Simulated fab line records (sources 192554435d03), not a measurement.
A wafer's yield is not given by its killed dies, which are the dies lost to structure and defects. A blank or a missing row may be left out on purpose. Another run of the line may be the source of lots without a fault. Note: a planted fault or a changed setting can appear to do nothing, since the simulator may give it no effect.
A struck lot beside a sound one :: flow n5-finfet :: 17 steps out of a route of 1938
Sound: the wafers L178.1, L178.2, L178.3. Wafers struck: L188.1, L188.3, L188.4. The cause is given at the end.
Per side, at each step with rows, come the tool, then ch with its chambers, and then its first start. Under that, the readings that differ: sound wafers :: struck wafers :: difference of the means :: sigmas: that difference in standard deviations of wafers without a fault.
alike: same words and numbers on both sides, and readings whose means sit less than 2 such deviations apart. not compared: any withheld reading, any reading some wafer has no value for, any bound like >300 that may hide the same value, and any number with overlapping values for which the record gives no deviation.
A row with sigmas, a row that says differs or no value, or rows on one side alone: a step with any of these is where the two part. Non-overlapping numbers with no deviation appear without sigmas and do not part them. A reading missing from all wafers of one side parts the sides only when that side holds two or more wafers.

first, 8 steps without rows for these wafers: N5_SD_EPI_N_COAT_32 (time 60 s, resist thk 350 nm); N5_SD_EPI_N_COAT_33 (time 60 s, resist thk 35 nm); N5_SD_EPI_N_COAT_03 (resist thk 150 nm); N5_SD_EPI_N_EBR_05; N5_SD_EPI_N_SOFTBAKE_04 (time 60 s); N5_SD_EPI_N_EXPOSE_06 (exposes mask SD N BLK, target cd 120 nm); N5_SD_EPI_N_PEB_07 (peb time 60 s); N5_SD_EPI_N_DEVELOP_08 (develop time 30 s).
N5_SD_EPI_N_CD_MEAS_09: target cd 120 nm.
  sound on cd-sem-02 ch 0, day 3 20:41; struck on cd-sem-02 ch 0, day 6 08:37
  alike: cd-nm
N5_SD_EPI_N_OVL_MEAS_10:
  sound on overlay-02 ch 0, day 3 20:43; struck on overlay-02 ch 0, day 6 08:38
  alike: SD_N_BLK_OVL
N5_SD_EPI_N_INSPECT_11: inspects for defects (macro).
  sound: defect-inspect-02 at day 3 20:53; struck: defect-inspect-01 at day 6 08:40
  alike: raw-defect-count
N5_SD_EPI_N_DESCUM_14: chemistry O2, time 7.9 s.
  sound on rie-diel-05 ch 0,2,3, day 3 20:55; struck on rie-diel-05 ch 0,2,3, day 6 08:42
  alike: drypump-motor-current-A, oes-product-au, rf-fwd-power-W, rf-vpp-V, showerhead-plenum-p-Torr, throttle-valve-pct
  not compared: rf-hours-counter-h
N5_SD_EPI_N_ETCH_34: etches SiARC in CF4, target depth 45.5 nm, time 75.8 s.
  sound on rie-diel-05 ch 0,2,3, day 3 20:58; struck on rie-diel-05 ch 0,2,3, day 6 08:44
  no value came back on the struck wafers for any of 10 readings (bias-w (W), cf4-flow-sccm (sccm) and others); on the sound wafers bias-w (W) reads 36.03 36.02 36.05
reading: model.CAR-ArF-block_of_SD_EPI_N_COAT_03.thk-nm (nm)
sound: 111.4 111.8 111.8
struck: 143.2 143.6 143.4
difference: +31.7
sigmas: 
N5_SD_EPI_N_ETCH_35: etches SOC in N2/H2, overetch 108 nm, time 486 s.
  sound on rie-diel-05 ch 0,2,3, day 3 21:01; struck on rie-diel-05 ch 0,2,3, day 6 08:47
reading: oes-product-au (a.u.)
sound: 0.60 0.67 0.69
struck: 0.28 0.36 0.28
difference: -0.35
sigmas: -5
  alike: bias-w, chamber-pressure-mTorr, drypump-motor-current-A, rf-fwd-power-W, rf-vpp-V, showerhead-plenum-p-Torr, throttle-valve-pct
  not compared: rf-hours-counter-h
then, 1 step without rows for these wafers: N5_SD_EPI_N_STRIP_36 (strips in N2/H2).
N5_BEOL_M4_RC_MEAS_101:
  the record has rows for the sound wafers here (prober-01 ch 0, day 9 18:31) and none for the struck ones
-- the record jumps here: 11 days lie between the struck wafers' starts before and after (it left off in module BEOL_M4 and takes up again in module PASSIVATION, whose first step shown is number 1936 of the route) --
N5_PASSIVATION_PROBE_49:
  sound: prober-02 at day 14 19:22; struck: prober-01 at day 17 11:54
reading: killed-at-front-end
sound: 43 50 32
struck: 1105 1115 1097
difference: +1064
sigmas: +99 or more

reading: killed-dies
sound: 103 107 116
struck: 1180 1180 1180
difference: +1071
sigmas: +67

reading: killed-on-rim
sound: 13 19 17
struck: 152 152 152
difference: +136
sigmas: +34
  alike: killed_at_M0_to_M3, killed_at_M4_up, killed-at-contacts, killed-at-other, killed-open, killed-short

== WHERE THEY PART ==
Last at N5_PASSIVATION_PROBE_49 as far as this record goes, first at N5_SD_EPI_N_ETCH_34.

WHY: whatever the simulator had introduced
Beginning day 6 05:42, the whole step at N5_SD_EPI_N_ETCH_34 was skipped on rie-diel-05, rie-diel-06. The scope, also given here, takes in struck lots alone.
